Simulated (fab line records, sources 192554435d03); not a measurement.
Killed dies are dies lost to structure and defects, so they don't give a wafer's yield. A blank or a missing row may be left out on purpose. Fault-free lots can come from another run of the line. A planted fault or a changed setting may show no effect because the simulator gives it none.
Matching of chambers    flow n5-finfet    rie-diel-06 running N5_BEOL_M4_DESCUM_33: 4 sister chambers
The step chemistry O2, time 7 s. 8 wafers are shown with their chamber, then 7 later ones without.

WAFERS, EACH WITH ITS CHAMBER
wafer   chamber  drypump-motor-current-A (A)  throttle-valve-pct (%)
L083.2  2        5.15                         20.49
L084.1  0        5.72                         20.88
L084.3  3        5.26                         20.63
L085.3  0        5.72                         20.87
L085.4  1        5.97                         20.17
L085.6  3        5.29                         20.62
L087.1  2        5.14                         20.49
L087.2  1        5.95                         20.19

WAFERS MISSING THEIR CHAMBER
wafer   drypump-motor-current-A (A)  throttle-valve-pct (%)
L087.3  5.71                         20.87
L091.1  5.28                         20.64
L091.3  5.70                         20.90
L091.5  5.26                         20.63
L094.1  5.95                         20.21
L094.4  5.16                         20.54
L094.5  5.15                         20.53

EACH ONE'S CHAMBER
wafer   from the rows above  in truth
L087.3  0                    0
L091.1  3                    3
L091.3  0                    0
L091.5  3                    3
L094.1  1                    1
L094.4  2                    2
L094.5  2                    2
Placed correctly: 7 of 7. Can't be placed from these rows: 0. Number placed wrongly: 0.
How it was worked out, from the rows above alone: a wafer's distance from a chamber is the root of the sum, over the readings, of the square of ((its reading less the chamber's mean) divided by the reading's scatter). If the next closest chamber is less than 2 further off than the closest, the wafer can't be placed; otherwise it belongs to the closest. The mean given for a chamber averages the wafers shown for that chamber. The scatter: the root of (the sum of the squares of (reading less its chamber's mean) over the shown wafers, divided by (wafers less chambers)).
